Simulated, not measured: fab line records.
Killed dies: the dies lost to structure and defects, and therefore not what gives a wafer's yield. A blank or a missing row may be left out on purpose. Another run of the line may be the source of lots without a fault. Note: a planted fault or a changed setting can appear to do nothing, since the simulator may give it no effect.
A sampling plan put to the test | flow n5Finfet | 44 faults told of in these records, all on one fab line, each judged by the records of the lots it struck
Plan = the line's own looks (route steps where a gauge or an inspection reads the wafer without altering it). A look is open to judgement when struck wafers have a number at it and the file gives its usual mean and standard deviation on fault-free wafers. Caught: the struck wafers' mean, at a look after the fault's first step, is 4 or more of those standard deviations (sigma) away from the usual mean. On the tool: here the same test is run on the tool's own readings at the fault's steps. A different recipe on the struck wafers counts as caught too, as does a record blank only for those wafers.

## THE FAULTS, as the simulator had put them in
1. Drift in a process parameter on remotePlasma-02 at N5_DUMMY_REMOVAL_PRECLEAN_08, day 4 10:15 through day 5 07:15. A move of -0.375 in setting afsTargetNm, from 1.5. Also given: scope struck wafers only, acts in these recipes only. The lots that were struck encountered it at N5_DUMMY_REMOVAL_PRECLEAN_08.
2. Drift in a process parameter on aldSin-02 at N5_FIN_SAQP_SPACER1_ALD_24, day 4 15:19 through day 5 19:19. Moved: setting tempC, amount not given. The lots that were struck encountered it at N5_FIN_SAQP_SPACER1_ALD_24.
3. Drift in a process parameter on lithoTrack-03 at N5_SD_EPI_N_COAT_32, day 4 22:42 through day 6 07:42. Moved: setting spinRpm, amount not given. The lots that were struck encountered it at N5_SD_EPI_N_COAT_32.
4. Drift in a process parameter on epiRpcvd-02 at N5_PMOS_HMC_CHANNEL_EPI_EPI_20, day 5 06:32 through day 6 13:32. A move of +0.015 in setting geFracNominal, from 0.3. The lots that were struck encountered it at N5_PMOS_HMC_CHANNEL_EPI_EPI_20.
5. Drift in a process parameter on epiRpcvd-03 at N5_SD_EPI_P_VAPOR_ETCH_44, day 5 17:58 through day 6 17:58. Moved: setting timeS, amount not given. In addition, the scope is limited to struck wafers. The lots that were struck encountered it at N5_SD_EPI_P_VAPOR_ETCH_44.
6. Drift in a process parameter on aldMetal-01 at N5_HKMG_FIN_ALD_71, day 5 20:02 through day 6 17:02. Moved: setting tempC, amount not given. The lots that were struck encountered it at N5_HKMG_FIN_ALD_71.
7. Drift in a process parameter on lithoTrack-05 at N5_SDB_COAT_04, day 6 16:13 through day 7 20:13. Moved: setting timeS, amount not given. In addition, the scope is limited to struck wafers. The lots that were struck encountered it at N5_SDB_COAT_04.
8. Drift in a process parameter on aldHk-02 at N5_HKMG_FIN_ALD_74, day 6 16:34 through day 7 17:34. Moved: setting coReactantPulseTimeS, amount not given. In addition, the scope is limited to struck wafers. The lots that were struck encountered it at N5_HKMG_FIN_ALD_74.
9. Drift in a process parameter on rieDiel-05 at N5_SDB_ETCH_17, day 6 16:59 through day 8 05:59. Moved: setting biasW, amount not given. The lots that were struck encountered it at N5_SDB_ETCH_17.
10. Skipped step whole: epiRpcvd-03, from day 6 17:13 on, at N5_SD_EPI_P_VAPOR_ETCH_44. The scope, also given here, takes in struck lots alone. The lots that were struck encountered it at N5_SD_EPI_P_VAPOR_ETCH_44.
11. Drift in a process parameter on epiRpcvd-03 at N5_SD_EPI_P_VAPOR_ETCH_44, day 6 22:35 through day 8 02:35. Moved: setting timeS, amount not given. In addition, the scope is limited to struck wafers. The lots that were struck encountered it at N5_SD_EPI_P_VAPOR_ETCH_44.
12. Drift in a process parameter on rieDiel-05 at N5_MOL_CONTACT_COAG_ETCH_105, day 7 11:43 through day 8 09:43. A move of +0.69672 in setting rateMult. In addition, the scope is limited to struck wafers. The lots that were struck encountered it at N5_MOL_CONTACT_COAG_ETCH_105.
13. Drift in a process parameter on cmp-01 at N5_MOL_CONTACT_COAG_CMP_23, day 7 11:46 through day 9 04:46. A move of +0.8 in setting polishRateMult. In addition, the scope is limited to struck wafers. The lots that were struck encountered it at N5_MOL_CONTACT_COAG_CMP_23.
14. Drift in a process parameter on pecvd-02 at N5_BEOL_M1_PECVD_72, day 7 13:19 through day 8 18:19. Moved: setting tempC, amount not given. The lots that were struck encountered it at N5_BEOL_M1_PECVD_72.
15. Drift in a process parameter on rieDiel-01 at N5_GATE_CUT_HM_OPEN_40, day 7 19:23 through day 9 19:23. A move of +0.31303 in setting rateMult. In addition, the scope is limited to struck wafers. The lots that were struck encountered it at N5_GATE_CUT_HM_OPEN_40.
16. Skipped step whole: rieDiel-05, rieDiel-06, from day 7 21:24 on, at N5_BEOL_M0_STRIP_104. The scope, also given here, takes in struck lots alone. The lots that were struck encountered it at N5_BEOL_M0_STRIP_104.
17. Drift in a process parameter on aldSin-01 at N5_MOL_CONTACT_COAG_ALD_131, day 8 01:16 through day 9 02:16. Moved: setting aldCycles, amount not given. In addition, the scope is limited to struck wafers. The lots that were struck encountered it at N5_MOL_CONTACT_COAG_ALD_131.
18. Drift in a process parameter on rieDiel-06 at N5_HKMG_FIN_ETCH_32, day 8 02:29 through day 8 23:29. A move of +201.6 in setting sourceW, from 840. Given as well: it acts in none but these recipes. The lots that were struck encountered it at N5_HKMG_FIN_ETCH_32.
19. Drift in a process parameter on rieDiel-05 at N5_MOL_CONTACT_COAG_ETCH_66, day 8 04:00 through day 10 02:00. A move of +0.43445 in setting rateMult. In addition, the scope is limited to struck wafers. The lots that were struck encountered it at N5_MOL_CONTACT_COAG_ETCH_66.
20. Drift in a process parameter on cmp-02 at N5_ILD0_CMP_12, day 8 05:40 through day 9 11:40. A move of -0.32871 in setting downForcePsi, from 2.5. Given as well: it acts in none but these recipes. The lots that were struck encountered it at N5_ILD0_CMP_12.
21. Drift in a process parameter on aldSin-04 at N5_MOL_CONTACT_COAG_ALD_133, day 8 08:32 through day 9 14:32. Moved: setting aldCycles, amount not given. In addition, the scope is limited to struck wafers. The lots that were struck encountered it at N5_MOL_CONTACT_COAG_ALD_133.
22. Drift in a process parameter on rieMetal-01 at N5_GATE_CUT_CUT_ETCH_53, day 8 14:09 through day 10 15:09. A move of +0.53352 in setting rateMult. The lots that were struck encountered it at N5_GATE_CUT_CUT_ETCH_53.
23. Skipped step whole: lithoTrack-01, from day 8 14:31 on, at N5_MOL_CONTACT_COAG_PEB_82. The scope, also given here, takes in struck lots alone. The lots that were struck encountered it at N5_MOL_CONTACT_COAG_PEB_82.
24. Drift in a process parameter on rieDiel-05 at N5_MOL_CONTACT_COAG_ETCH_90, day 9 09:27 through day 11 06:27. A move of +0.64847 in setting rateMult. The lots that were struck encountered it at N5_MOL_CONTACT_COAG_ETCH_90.
25. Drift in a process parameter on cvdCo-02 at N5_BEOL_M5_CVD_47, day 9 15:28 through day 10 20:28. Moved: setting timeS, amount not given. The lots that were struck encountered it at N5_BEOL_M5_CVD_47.
26. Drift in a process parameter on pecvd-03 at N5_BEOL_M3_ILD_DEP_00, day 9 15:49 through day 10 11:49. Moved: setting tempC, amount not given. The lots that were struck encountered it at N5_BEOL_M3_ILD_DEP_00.
27. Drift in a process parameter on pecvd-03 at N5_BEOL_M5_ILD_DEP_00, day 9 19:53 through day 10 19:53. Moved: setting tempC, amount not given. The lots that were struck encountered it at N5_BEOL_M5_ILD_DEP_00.
28. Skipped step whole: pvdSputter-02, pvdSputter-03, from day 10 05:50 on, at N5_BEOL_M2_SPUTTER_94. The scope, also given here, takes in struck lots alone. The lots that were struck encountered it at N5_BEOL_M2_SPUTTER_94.
29. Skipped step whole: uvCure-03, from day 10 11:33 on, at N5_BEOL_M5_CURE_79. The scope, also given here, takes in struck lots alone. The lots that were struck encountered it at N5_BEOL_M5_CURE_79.
30. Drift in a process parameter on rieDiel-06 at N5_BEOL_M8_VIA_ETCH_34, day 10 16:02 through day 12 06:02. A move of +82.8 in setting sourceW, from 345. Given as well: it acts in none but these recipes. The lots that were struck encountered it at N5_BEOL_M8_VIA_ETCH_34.
31. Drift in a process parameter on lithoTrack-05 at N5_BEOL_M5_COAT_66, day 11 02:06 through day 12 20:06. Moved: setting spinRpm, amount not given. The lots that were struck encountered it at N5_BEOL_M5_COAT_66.
32. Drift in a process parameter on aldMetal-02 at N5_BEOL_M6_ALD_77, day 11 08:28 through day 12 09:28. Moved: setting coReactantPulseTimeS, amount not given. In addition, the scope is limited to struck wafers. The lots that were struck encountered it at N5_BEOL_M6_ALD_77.
33. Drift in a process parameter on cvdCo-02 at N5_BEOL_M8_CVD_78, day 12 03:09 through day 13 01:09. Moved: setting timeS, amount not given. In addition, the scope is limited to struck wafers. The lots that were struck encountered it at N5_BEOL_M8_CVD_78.
34. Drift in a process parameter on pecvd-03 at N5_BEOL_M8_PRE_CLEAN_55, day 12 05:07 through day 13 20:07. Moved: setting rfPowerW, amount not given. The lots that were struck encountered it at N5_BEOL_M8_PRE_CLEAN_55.
35. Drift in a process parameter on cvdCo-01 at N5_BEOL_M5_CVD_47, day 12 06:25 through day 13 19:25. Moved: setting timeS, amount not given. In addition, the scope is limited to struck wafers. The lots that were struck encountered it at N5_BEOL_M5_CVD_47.
36. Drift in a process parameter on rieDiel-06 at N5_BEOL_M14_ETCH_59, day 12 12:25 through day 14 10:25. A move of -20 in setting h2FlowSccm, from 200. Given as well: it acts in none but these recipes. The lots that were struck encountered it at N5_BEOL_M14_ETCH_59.
37. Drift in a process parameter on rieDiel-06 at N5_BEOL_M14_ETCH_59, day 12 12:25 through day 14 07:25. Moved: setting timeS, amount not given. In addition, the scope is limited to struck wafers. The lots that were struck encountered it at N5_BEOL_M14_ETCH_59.
38. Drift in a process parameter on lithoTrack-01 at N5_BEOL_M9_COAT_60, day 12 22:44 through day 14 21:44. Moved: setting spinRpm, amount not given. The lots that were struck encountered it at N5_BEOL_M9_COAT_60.
39. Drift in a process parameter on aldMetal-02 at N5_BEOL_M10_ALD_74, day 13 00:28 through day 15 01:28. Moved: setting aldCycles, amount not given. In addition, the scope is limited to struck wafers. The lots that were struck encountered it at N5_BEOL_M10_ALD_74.
40. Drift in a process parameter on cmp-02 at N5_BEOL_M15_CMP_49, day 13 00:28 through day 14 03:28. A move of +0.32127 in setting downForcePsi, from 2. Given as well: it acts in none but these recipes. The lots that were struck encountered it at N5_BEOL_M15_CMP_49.
41. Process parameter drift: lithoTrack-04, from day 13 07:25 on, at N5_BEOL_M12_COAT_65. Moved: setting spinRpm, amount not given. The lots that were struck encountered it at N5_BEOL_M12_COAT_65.
42. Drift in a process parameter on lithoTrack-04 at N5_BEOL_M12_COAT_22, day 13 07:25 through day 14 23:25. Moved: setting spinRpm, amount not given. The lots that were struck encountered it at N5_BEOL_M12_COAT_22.
43. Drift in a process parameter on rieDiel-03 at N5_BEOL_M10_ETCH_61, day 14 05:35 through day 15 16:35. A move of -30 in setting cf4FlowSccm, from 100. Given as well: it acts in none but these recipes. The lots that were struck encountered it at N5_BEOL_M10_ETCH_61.
44. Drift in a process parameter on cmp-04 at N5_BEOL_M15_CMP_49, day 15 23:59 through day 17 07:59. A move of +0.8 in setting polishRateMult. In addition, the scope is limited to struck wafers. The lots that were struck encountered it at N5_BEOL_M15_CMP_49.

## WHAT THE PLAN SAW
fault | on the tool itself                               | first look that catches it                      | reading, sigma                                         | median hours from its first step to that look | hours from the fault's start to the first struck lot there | judged looks passed uncaught
1     | no reading that can be judged                    | N5_BEOL_M4_RC_MEAS_101                          | EOT_P +11                                              | 85.9                                          | 86                                                         | 0
2     | susceptorTempC -22 sigma                         | not the one look that can be judged after it    | -                                                      | -                                             | -                                                          | 1
3     | spinSpeedRpm -99 or beyond sigma                 | not the one look that can be judged after it    | -                                                      | -                                             | -                                                          | 1
4     | under 2 sigma                                    | none of the 2 looks that can be judged after it | strongest: IOFF_P_LONG at N5_BEOL_M4_RC_MEAS_101, +2.9 | -                                             | -                                                          | 2
5     | no reading that can be judged                    | N5_BEOL_M4_RC_MEAS_101                          | REXT_P +9.9                                            | 112.4                                         | 108                                                        | 0
6     | susceptorTempC +16 sigma                         | not the one look that can be judged after it    | -                                                      | -                                             | -                                                          | 1
7     | runLengthS -99 or beyond sigma                   | not the one look that can be judged after it    | -                                                      | -                                             | -                                                          | 1
8     | under 2 sigma                                    | not the one look that can be judged after it    | -                                                      | -                                             | -                                                          | 1
9     | biasW +21 sigma                                  | not the one look that can be judged after it    | -                                                      | -                                             | -                                                          | 1
10    | the tool's record is blank for the struck wafers | N5_BEOL_M4_RC_MEAS_101                          | REXT_P +90                                             | 110.9                                         | 108                                                        | 1
11    | no reading that can be judged                    | N5_BEOL_M4_RC_MEAS_101                          | REXT_P -4.2                                            | 107.0                                         | 120                                                        | 0
12    | etchRfOnTimeS -18 sigma                          | not the one look that can be judged after it    | -                                                      | -                                             | -                                                          | 1
13    | under 2 sigma                                    | N5_MOL_CONTACT_COAG_THK_MEAS_29                 | MD_CAP_THK -18                                         | 2.7                                           | 10                                                         | 0
14    | susceptorTempC -23 sigma                         | not the one look that can be judged after it    | -                                                      | -                                             | -                                                          | 1
15    | etchRfOnTimeS -9.8 sigma                         | not the one look that can be judged after it    | -                                                      | -                                             | -                                                          | 1
16    | the tool's record is blank for the struck wafers | no look after it can be judged                  | -                                                      | -                                             | -                                                          | 0
17    | under 2 sigma                                    | not the one look that can be judged after it    | -                                                      | -                                             | -                                                          | 1
18    | rfFwdPowerW +77 sigma                            | not the one look that can be judged after it    | -                                                      | -                                             | -                                                          | 1
19    | etchRfOnTimeS -14 sigma                          | not the one look that can be judged after it    | -                                                      | -                                             | -                                                          | 1
20    | headPressurePsi -59 sigma                        | not the one look that can be judged after it    | -                                                      | -                                             | -                                                          | 1
21    | under 2 sigma                                    | not the one look that can be judged after it    | -                                                      | -                                             | -                                                          | 1
22    | etchRfOnTimeS -24 sigma                          | not the one look that can be judged after it    | -                                                      | -                                             | -                                                          | 1
23    | the tool's record is blank for the struck wafers | no look after it can be judged                  | -                                                      | -                                             | -                                                          | 0
24    | etchRfOnTimeS -17 sigma                          | not the one look that can be judged after it    | -                                                      | -                                             | -                                                          | 1
25    | runLengthS -15 sigma                             | no look after it can be judged                  | -                                                      | -                                             | -                                                          | 0
26    | susceptorTempC -31 sigma                         | not the one look that can be judged after it    | -                                                      | -                                             | -                                                          | 1
27    | susceptorTempC -17 sigma                         | no look after it can be judged                  | -                                                      | -                                             | -                                                          | 0
28    | the tool's record is blank for the struck wafers | not the one look that can be judged after it    | -                                                      | -                                             | -                                                          | 1
29    | the tool's record is blank for the struck wafers | N5_BEOL_M5_THK_MEAS_01                          | M5_ILD_THK +10                                         | 0.5                                           | 6                                                          | 0
30    | rfFwdPowerW +68 sigma                            | no look after it can be judged                  | -                                                      | -                                             | -                                                          | 0
31    | spinSpeedRpm -55 sigma                           | not the one look that can be judged after it    | -                                                      | -                                             | -                                                          | 1
32    | under 2 sigma                                    | no look after it can be judged                  | -                                                      | -                                             | -                                                          | 0
33    | runLengthS -99 or beyond sigma                   | not the one look that can be judged after it    | -                                                      | -                                             | -                                                          | 1
34    | rfFwdPowerW +15 sigma                            | no look after it can be judged                  | -                                                      | -                                             | -                                                          | 0
35    | runLengthS -99 or beyond sigma                   | no look after it can be judged                  | -                                                      | -                                             | -                                                          | 0
36    | h2FlowSccm -29 sigma                             | no look after it can be judged                  | -                                                      | -                                             | -                                                          | 0
37    | runLengthS +61 sigma                             | not the one look that can be judged after it    | -                                                      | -                                             | -                                                          | 1
38    | spinSpeedRpm +60 sigma                           | no look after it can be judged                  | -                                                      | -                                             | -                                                          | 0
39    | under 2 sigma                                    | no look after it can be judged                  | -                                                      | -                                             | -                                                          | 0
40    | headPressurePsi +78 sigma                        | no look after it can be judged                  | -                                                      | -                                             | -                                                          | 0
41    | spinSpeedRpm -49 sigma                           | no look after it can be judged                  | -                                                      | -                                             | -                                                          | 0
42    | spinSpeedRpm +73 sigma                           | not the one look that can be judged after it    | -                                                      | -                                             | -                                                          | 1
43    | cf4FlowSccm -99 or beyond sigma                  | not the one look that can be judged after it    | -                                                      | -                                             | -                                                          | 1
44    | barrierFieldEndpointS -16 sigma                  | no look after it can be judged                  | -                                                      | -                                             | -                                                          | 0
A dash: this means the fault isn't caught or the number doesn't appear in these records.

Caught at a look: 6 of 44. Caught on the tool: 34 of 44. By one or the other: 38 of 44.
Faults caught by the tool alone: 2, 3, 6, 7, 9, 12, 14, 15, 16, 18, 19, 20, 22, 23, 24, 25, 26, 27, 28, 30, 31, 33, 34, 35, 36, 37, 38, 40, 41, 42, 43, 44.
Caught at a look alone: faults 1, 5, 11, 13.
Caught by neither: faults 4, 8, 17, 21, 32, 39.

## THINNER SAMPLING
Were the look that catches a fault to measure just every second or every third lot (counted by lot number), the first struck lot would, at worst, be measured this late:
fault | struck lots at that look, in order of time | every lot | every second lot | every third lot
1     | L104, L103                                 | 86 h      | 89 h             | may miss all 2
5     | L604, L605, L606, L607                     | 108 h     | 118 h            | 128 h
10    | L726, L727                                 | 108 h     | 125 h            | may miss all 2
11    | L744, L746, L748                           | 120 h     | may miss all 3   | 131 h
13    | L896, L898, L899                           | 10 h      | 26 h             | may miss all 3
29    | L413, L414                                 | 6 h       | 16 h             | may miss all 2
Hours are from the fault's start to the first struck lot that is measured. 4 sigma limit: tested on the pooled struck wafers, so a lone lot may be under it. Other struck lots may not be in these records.

## THE LONGEST TIMED WAY FROM STEP TO LOOK
Fault 5: median gap of 112.4 hours between N5_SD_EPI_P_VAPOR_ETCH_44 and N5_BEOL_M4_RC_MEAS_101. No look between them can be judged.
